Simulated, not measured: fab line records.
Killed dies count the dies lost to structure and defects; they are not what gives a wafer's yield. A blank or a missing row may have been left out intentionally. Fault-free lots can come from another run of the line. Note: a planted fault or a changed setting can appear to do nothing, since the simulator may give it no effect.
Which of the tools did it? :: flow n5 finfet :: 11 lots with 33 wafers sampled at 6 steps, on a route of 1938 steps

WHAT THE GAUGES READ, wafer by wafer
No reading from a measuring or inspecting step in the record can be judged against a usual standard deviation.

WHICH TOOL RAN EACH LOT (tool, then ch and the chambers of the sampled wafers, then the start)
lot: L629
N5_BEOL_M5_SURFACE_TREAT_87: pvd sputter-03, day 8 09:00
N5_BEOL_M5_SPUTTER_83: pvd sputter-03, day 8 11:32
N5_BEOL_M5_ECD_50: ecd cu-01 ch 0, day 8 13:49
N5_BEOL_M5_CMP_52: cmp-02 ch 0,2, day 8 15:27
N5_BEOL_M5_PRE_CLEAN_77: cvd co-01 ch 0,1,2, day 8 15:45
N5_PASSIVATION_PROBE_49: -

lot: L632
N5_BEOL_M5_SURFACE_TREAT_87: pvd sputter-03, day 8 22:35
N5_BEOL_M5_SPUTTER_83: pvd sputter-02, day 9 01:22
N5_BEOL_M5_ECD_50: ecd cu-02 ch 0,1, day 9 03:40
N5_BEOL_M5_CMP_52: cmp-02 ch 0,1, day 9 04:08
N5_BEOL_M5_PRE_CLEAN_77: cvd co-01 ch 0,2, day 9 04:26
N5_PASSIVATION_PROBE_49: prober-02, day 13 01:42

lot: L631
N5_BEOL_M5_SURFACE_TREAT_87: pvd sputter-03, day 9 03:28
N5_BEOL_M5_SPUTTER_83: pvd sputter-02, day 9 05:56
N5_BEOL_M5_ECD_50: ecd cu-01 ch 0,1, day 9 08:14
N5_BEOL_M5_CMP_52: cmp-02 ch 0,1,2, day 9 08:37
N5_BEOL_M5_PRE_CLEAN_77: cvd co-02 ch 0,2, day 9 09:01
N5_PASSIVATION_PROBE_49: -

lot: L633
N5_BEOL_M5_SURFACE_TREAT_87: pvd sputter-01, day 9 19:25
N5_BEOL_M5_SPUTTER_83: pvd sputter-02, day 9 21:50
N5_BEOL_M5_ECD_50: ecd cu-02 ch 0,1, day 10 00:07
N5_BEOL_M5_CMP_52: cmp-03 ch 1,2, day 10 00:31
N5_BEOL_M5_PRE_CLEAN_77: cvd co-02 ch 0,1, day 10 01:04
N5_PASSIVATION_PROBE_49: prober-01, day 13 19:47

lot: L634
N5_BEOL_M5_SURFACE_TREAT_87: pvd sputter-01, day 10 10:29
N5_BEOL_M5_SPUTTER_83: pvd sputter-02, day 10 12:59
N5_BEOL_M5_ECD_50: ecd cu-02 ch 0,1, day 10 15:16
N5_BEOL_M5_CMP_52: cmp-03 ch 0,1,2, day 10 15:39
N5_BEOL_M5_PRE_CLEAN_77: cvd co-02 ch 0,2, day 10 15:59
N5_PASSIVATION_PROBE_49: prober-01, day 14 12:19

lot: L638
N5_BEOL_M5_SURFACE_TREAT_87: pvd sputter-01, day 11 10:46
N5_BEOL_M5_SPUTTER_83: pvd sputter-02, day 11 13:14
N5_BEOL_M5_ECD_50: ecd cu-02 ch 0,1, day 11 15:33
N5_BEOL_M5_CMP_52: cmp-02 ch 0,1, day 11 15:58
N5_BEOL_M5_PRE_CLEAN_77: cvd co-01 ch 0,1,2, day 11 16:15
N5_PASSIVATION_PROBE_49: prober-01, day 15 19:22

lot: L641
N5_BEOL_M5_SURFACE_TREAT_87: pvd sputter-03, day 11 12:29
N5_BEOL_M5_SPUTTER_83: pvd sputter-03, day 11 15:01
N5_BEOL_M5_ECD_50: ecd cu-02 ch 0,1, day 11 17:19
N5_BEOL_M5_CMP_52: cmp-03 ch 1,2, day 11 17:43
N5_BEOL_M5_PRE_CLEAN_77: cvd co-02 ch 1,2, day 11 18:01
N5_PASSIVATION_PROBE_49: -

lot: L637
N5_BEOL_M5_SURFACE_TREAT_87: pvd sputter-01, day 11 12:30
N5_BEOL_M5_SPUTTER_83: pvd sputter-01, day 11 15:09
N5_BEOL_M5_ECD_50: ecd cu-01 ch 0,1, day 11 17:26
N5_BEOL_M5_CMP_52: cmp-01 ch 0,1, day 11 17:50
N5_BEOL_M5_PRE_CLEAN_77: cvd co-01 ch 0,2, day 11 18:10
N5_PASSIVATION_PROBE_49: -

lot: L644
N5_BEOL_M5_SURFACE_TREAT_87: pvd sputter-02, day 13 01:14
N5_BEOL_M5_SPUTTER_83: pvd sputter-01, day 13 03:40
N5_BEOL_M5_ECD_50: ecd cu-01 ch 0,1, day 13 05:57
N5_BEOL_M5_CMP_52: cmp-03 ch 0,1,2, day 13 06:22
N5_BEOL_M5_PRE_CLEAN_77: cvd co-01 ch 0,1,2, day 13 06:40
N5_PASSIVATION_PROBE_49: prober-01, day 17 14:57

lot: L648
N5_BEOL_M5_SURFACE_TREAT_87: pvd sputter-02, day 13 18:53
N5_BEOL_M5_SPUTTER_83: pvd sputter-03, day 13 21:17
N5_BEOL_M5_ECD_50: ecd cu-02 ch 0,1, day 13 23:35
N5_BEOL_M5_CMP_52: cmp-03 ch 0,1,2, day 14 00:05
N5_BEOL_M5_PRE_CLEAN_77: cvd co-01 ch 1,2, day 14 00:18
N5_PASSIVATION_PROBE_49: prober-01, day 18 02:57

lot: L649
N5_BEOL_M5_SURFACE_TREAT_87: pvd sputter-02, day 13 21:01
N5_BEOL_M5_SPUTTER_83: pvd sputter-02, day 13 23:28
N5_BEOL_M5_ECD_50: ecd cu-02 ch 1, day 14 01:45
N5_BEOL_M5_CMP_52: cmp-02 ch 0,1,3, day 14 02:13
N5_BEOL_M5_PRE_CLEAN_77: cvd co-02 ch 1,2, day 14 02:28
N5_PASSIVATION_PROBE_49: prober-01, day 17 21:51
- N5_BEOL_M5_SURFACE_TREAT_87
- N5_BEOL_M5_SPUTTER_83: material Cu, target thk 15 nm, time 27.62 s.
- N5_BEOL_M5_ECD_50: material Cu, target thk 300 nm.
- N5_BEOL_M5_CMP_52: polishes, stops on SiCOH lowk, t overpolish 6.9 s, target thk 62 nm.
- N5_BEOL_M5_PRE_CLEAN_77: time 15 s.
- N5_PASSIVATION_PROBE_49

AS READ BY THE TOOLS THEMSELVES (means over the sampled wafers that have a number; for cases with no such wafer, the mark the record gives instead)
N5_BEOL_M5_SPUTTER_83. Usual: chuck gas flow sccm 1.27 sccm, standard deviation 0.054; throttle valve pct 30.0 %, standard deviation 1.1.
lot: L629
tool: pvd sputter-03
chuck gas flow sccm (sccm): 1.24
throttle valve pct (%): 30.6
flag: 

lot: L632
tool: pvd sputter-02
chuck gas flow sccm (sccm): 1.33
throttle valve pct (%): 29.7
flag: 

lot: L631
tool: pvd sputter-02
chuck gas flow sccm (sccm): 1.31
throttle valve pct (%): 29.9
flag: 

lot: L633
tool: pvd sputter-02
chuck gas flow sccm (sccm): 1.19
throttle valve pct (%): 29.3
flag: 

lot: L634
tool: pvd sputter-02
chuck gas flow sccm (sccm): 1.28
throttle valve pct (%): 29.7
flag: 

lot: L638
tool: pvd sputter-02
chuck gas flow sccm (sccm): 1.26
throttle valve pct (%): 29.4
flag: 

lot: L641
tool: pvd sputter-03
chuck gas flow sccm (sccm): 1.21
throttle valve pct (%): 29.2
flag: 

lot: L637
tool: pvd sputter-01
chuck gas flow sccm (sccm): 1.23
throttle valve pct (%): 31.2
flag: 

lot: L644
tool: pvd sputter-01
chuck gas flow sccm (sccm): 1.23
throttle valve pct (%): 30.4
flag: 

lot: L648
tool: pvd sputter-03
chuck gas flow sccm (sccm): 1.27
throttle valve pct (%): 28.9
flag: 

lot: L649
tool: pvd sputter-02
chuck gas flow sccm (sccm): 1.26
throttle valve pct (%): 29.9
flag: 

N5_BEOL_M5_CMP_52. Usual: motor current A 5.9 A, standard deviation 0.43; time to endpoint s 62.6 s, standard deviation 2.4.
lot: L629
tool: cmp-02
motor current A (A): 5.7
time to endpoint s (s): 58.6
flag: 

lot: L632
tool: cmp-02
motor current A (A): 5.8
time to endpoint s (s): 60.9
flag: 

lot: L631
tool: cmp-02
motor current A (A): 5.9
time to endpoint s (s): 65.0
flag: 

lot: L633
tool: cmp-03
motor current A (A): 6.2
time to endpoint s (s): 65.7
flag: 

lot: L634
tool: cmp-03
motor current A (A): 6.2
time to endpoint s (s): 62.9
flag: 

lot: L638
tool: cmp-02
motor current A (A): 6.0
time to endpoint s (s): 64.6
flag: 

lot: L641
tool: cmp-03
motor current A (A): 6.4
time to endpoint s (s): 63.9
flag: 

lot: L637
tool: cmp-01
motor current A (A): 5.5
time to endpoint s (s): 64.1
flag: 

lot: L644
tool: cmp-03
motor current A (A): 6.2
time to endpoint s (s): 61.9
flag: 

lot: L648
tool: cmp-03
motor current A (A): 6.2
time to endpoint s (s): 45.9
flag: OFF

lot: L649
tool: cmp-02
motor current A (A): 5.9
time to endpoint s (s): 46.3
flag: OFF

N5_BEOL_M5_PRE_CLEAN_77. Usual: heater power outer w 27 W, standard deviation 11; heater power w 95 W, standard deviation 16.
lot: L629
tool: cvd co-01
heater power outer w (W): 30
heater power w (W): 102
flag: 

lot: L632
tool: cvd co-01
heater power outer w (W): 35
heater power w (W): 106
flag: 

lot: L631
tool: cvd co-02
heater power outer w (W): 29
heater power w (W): 95
flag: 

lot: L633
tool: cvd co-02
heater power outer w (W): 17
heater power w (W): 77
flag: 

lot: L634
tool: cvd co-02
heater power outer w (W): 29
heater power w (W): 94
flag: 

lot: L638
tool: cvd co-01
heater power outer w (W): 30
heater power w (W): 102
flag: 

lot: L641
tool: cvd co-02
heater power outer w (W): 19
heater power w (W): 78
flag: 

lot: L637
tool: cvd co-01
heater power outer w (W): 25
heater power w (W): 96
flag: 

lot: L644
tool: cvd co-01
heater power outer w (W): 29
heater power w (W): 103
flag: 

lot: L648
tool: cvd co-01
heater power outer w (W): 25
heater power w (W): 97
flag: 

lot: L649
tool: cvd co-02
heater power outer w (W): 25
heater power w (W): 89
flag: 

N5_PASSIVATION_PROBE_49. Usual: defect limited yield 91.5 %, standard deviation 1.4; killed_at_M0_to_M3 32, standard deviation 9.8; killed_at_M4_up 13, standard deviation 5.3; killed at contacts 13, standard deviation 6.4; killed at front end 39, standard deviation 10; killed at other 3.1, standard deviation 2.5; killed dies 100, standard deviation 17; killed open 65, standard deviation 13; killed short 33, standard deviation 7.7; sort_bin_5_function 5.0 %, standard deviation 0.93; sort_bin_6_memory 3.2 %, standard deviation 0.69; sort n pass 1080, standard deviation 17; sort yield pct 91.5 %, standard deviation 1.4.
lot: L632
tool: prober-02
defect limited yield (%): 93.1
killed_at_M0_to_M3: 27
killed_at_M4_up: 10
killed at contacts: 8
killed at front end: 34
killed at other: 2.7
killed dies: 81
killed open: 51
killed short: 29
sort_bin_5_function (%): 4.1
sort_bin_6_memory (%): 2.5
sort n pass: 1099
sort yield pct (%): 93.1
flag: 

lot: L633
tool: prober-01
defect limited yield (%): 91.9
killed_at_M0_to_M3: 29
killed_at_M4_up: 10
killed at contacts: 6
killed at front end: 47
killed at other: 3.7
killed dies: 95
killed open: 59
killed short: 34
sort_bin_5_function (%): 4.6
sort_bin_6_memory (%): 3.0
sort n pass: 1085
sort yield pct (%): 91.9
flag: 

lot: L634
tool: prober-01
defect limited yield (%): 91.5
killed_at_M0_to_M3: 35
killed_at_M4_up: 15
killed at contacts: 12
killed at front end: 37
killed at other: 2.3
killed dies: 101
killed open: 62
killed short: 37
sort_bin_5_function (%): 5.1
sort_bin_6_memory (%): 3.2
sort n pass: 1079
sort yield pct (%): 91.5
flag: 

lot: L638
tool: prober-01
defect limited yield (%): 90.3
killed_at_M0_to_M3: 37
killed_at_M4_up: 20
killed at contacts: 14
killed at front end: 41
killed at other: 3.3
killed dies: 115
killed open: 80
killed short: 34
sort_bin_5_function (%): 5.6
sort_bin_6_memory (%): 3.9
sort n pass: 1065
sort yield pct (%): 90.3
flag: 

lot: L644
tool: prober-01
defect limited yield (%): 92.4
killed_at_M0_to_M3: 27
killed_at_M4_up: 16
killed at contacts: 7
killed at front end: 36
killed at other: 2.7
killed dies: 89
killed open: 56
killed short: 31
sort_bin_5_function (%): 4.6
sort_bin_6_memory (%): 2.8
sort n pass: 1091
sort yield pct (%): 92.4
flag: 

lot: L648
tool: prober-01
defect limited yield (%): 92.4
killed_at_M0_to_M3: 30
killed_at_M4_up: 13
killed at contacts: 13
killed at front end: 31
killed at other: 3.3
killed dies: 90
killed open: 62
killed short: 28
sort_bin_5_function (%): 4.6
sort_bin_6_memory (%): 2.7
sort n pass: 1090
sort yield pct (%): 92.4
flag: 

lot: L649
tool: prober-01
defect limited yield (%): 92.9
killed_at_M0_to_M3: 32
killed_at_M4_up: 9
killed at contacts: 11
killed at front end: 26
killed at other: 7.3
killed dies: 84
killed open: 46
killed short: 38
sort_bin_5_function (%): 4.2
sort_bin_6_memory (%): 2.5
sort n pass: 1096
sort yield pct (%): 92.9
flag: 

THE ANSWER, worked out from the rows above alone
Rule: lot off if the mean of its wafers having a number is beyond 3 standard deviations from the usual mean. A lot without any number at a reading at which 4 lots or more have one is off too. Where the step has rows for the other lots, those lots are counted as sound. The gauges are gone through in route order, then the tools' own readings, and for those a lot's mean is taken as printed above. The first step at which some lot is off is used, and at that step the reading that is off furthest; a lot without a number counts as furthest.
Off: L648, L649, at N5_BEOL_M5_CMP_52 (time to endpoint s).
A tool fits if, at that step or a process step before it, it ran every lot that is off, and no sound lot after the first of them. This does not decide it: 2 tools fit, namely pvd sputter-02 at N5_BEOL_M5_SURFACE_TREAT_87 and ecd cu-02 at N5_BEOL_M5_ECD_50.

WHAT WAS PUT IN BY THE SIMULATOR
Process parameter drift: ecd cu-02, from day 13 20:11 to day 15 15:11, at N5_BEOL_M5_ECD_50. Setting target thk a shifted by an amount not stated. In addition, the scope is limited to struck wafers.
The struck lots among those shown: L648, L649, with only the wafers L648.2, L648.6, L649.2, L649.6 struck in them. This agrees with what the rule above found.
